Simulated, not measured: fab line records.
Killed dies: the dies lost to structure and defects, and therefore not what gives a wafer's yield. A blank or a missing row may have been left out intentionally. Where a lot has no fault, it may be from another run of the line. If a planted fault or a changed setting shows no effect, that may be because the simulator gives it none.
Struck lot and sound lot, side by side    flow nand_harc    14 out of 1159 route steps
Sound: these wafers, L696.1, L696.3, L696.4. Wafers struck: L710.2, L710.5, L710.6. Last of all comes the cause.
Each step with rows lists, per side, the tool, then ch with its chambers, then its first start. Under that, the readings that differ: sound wafers    struck wafers    difference of the means    sigmas: that difference in standard deviations of wafers without a fault.
alike: readings whose means differ by less than 2 such deviations, and words and numbers that are the same on both sides. not compared: withheld readings, readings that some wafer has no value for, bounds like >300 that may hide the same value, and numbers for which the record gives no deviation and whose values overlap.
A row with sigmas, a row that says differs or no value, or rows on one side alone: a step with any of these is where the two part. Non-overlapping numbers with no deviation appear without sigmas and do not part them. A reading missing from all wafers of one side parts the sides only when that side holds two or more wafers.

first, 7 steps without rows for these wafers: NHARC_P_STI_COAT_41 (time 65 s); NHARC_P_STI_COAT_03 (resist thk 600 nm); NHARC_P_STI_SOFTBAKE_04 (time 70 s); NHARC_P_STI_EBR_05; NHARC_P_STI_EXPOSE_06 (exposes mask P STI, target cd 200 nm); NHARC_P_STI_PEB_07 (peb time 80 s); NHARC_P_STI_DEVELOP_08 (time 50 s).
NHARC_P_STI_CD_MEAS_09 targets a cd of 200 nm.
  sound on cd_sem-01 ch 0, day 4 01:34; struck on cd_sem-03 ch 0, day 7 11:41
  alike: cd_nm
NHARC_P_STI_OVL_MEAS_10:
  struck on overlay-02, day 7 11:46; sound on overlay-01, day 4 01:40
  alike: overlay_x_nm, overlay_y_nm
NHARC_P_STI_INSPECT_11:
  struck on defect_inspect-01, day 7 11:49; sound on defect_inspect-01, day 4 01:42
  alike: raw_defect_count
then, 1 step without rows for these wafers: NHARC_P_STI_HARDBAKE_13 (time 65 s).
NHARC_P_STI_DESCUM_14: chemistry O2, time 3 s.
  sound on rie_diel-01 ch 0,2,3, day 4 01:50; struck on rie_diel-13 ch 0,1, day 7 11:58
  alike: drypump_motor_current_A, oes_product_au, rf_vpp_V, showerhead_plenum_p_Torr, throttle_valve_pct
  not compared: rf_hours_counter_h
NHARC_P_STI_ETCH_42: etches the open film in N2/H2, target depth 80 nm, overetch 24 nm, time 61 s.
  sound on rie_diel-01 ch 0,1,2, day 4 01:55; struck on rie_diel-13 ch 0,1,3, day 7 12:04
  no value came back on the struck wafers for any of 9 readings (bias_w (W), chamber_pressure_mTorr (mTorr) and others); on the sound wafers bias_w (W) reads 150.3 150.3 150.1
NHARC_P_STI_ETCH_31: etches the open film in CF4/CHF3, target depth 108.9 nm, time 54.5 s.
  sound on rie_diel-01 ch 1,2,3; struck on rie_diel-13 ch 0,1,3, day 7 12:08
  alike: bias_w, cf4_flow_sccm, drypump_motor_current_A, oes_product_au, rf_vpp_V, showerhead_plenum_p_Torr, throttle_valve_pct
  not compared: rf_hours_counter_h

WHERE THEY PART
NHARC_P_STI_ETCH_42 only, going by this record. Later steps at which nothing parts them and some readings are alike: NHARC_P_STI_ETCH_31.

WHY: the cause the simulator had injected
Entire step skipped (rie_diel-13, NHARC_P_STI_ETCH_42), from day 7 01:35 onward. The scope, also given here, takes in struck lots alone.
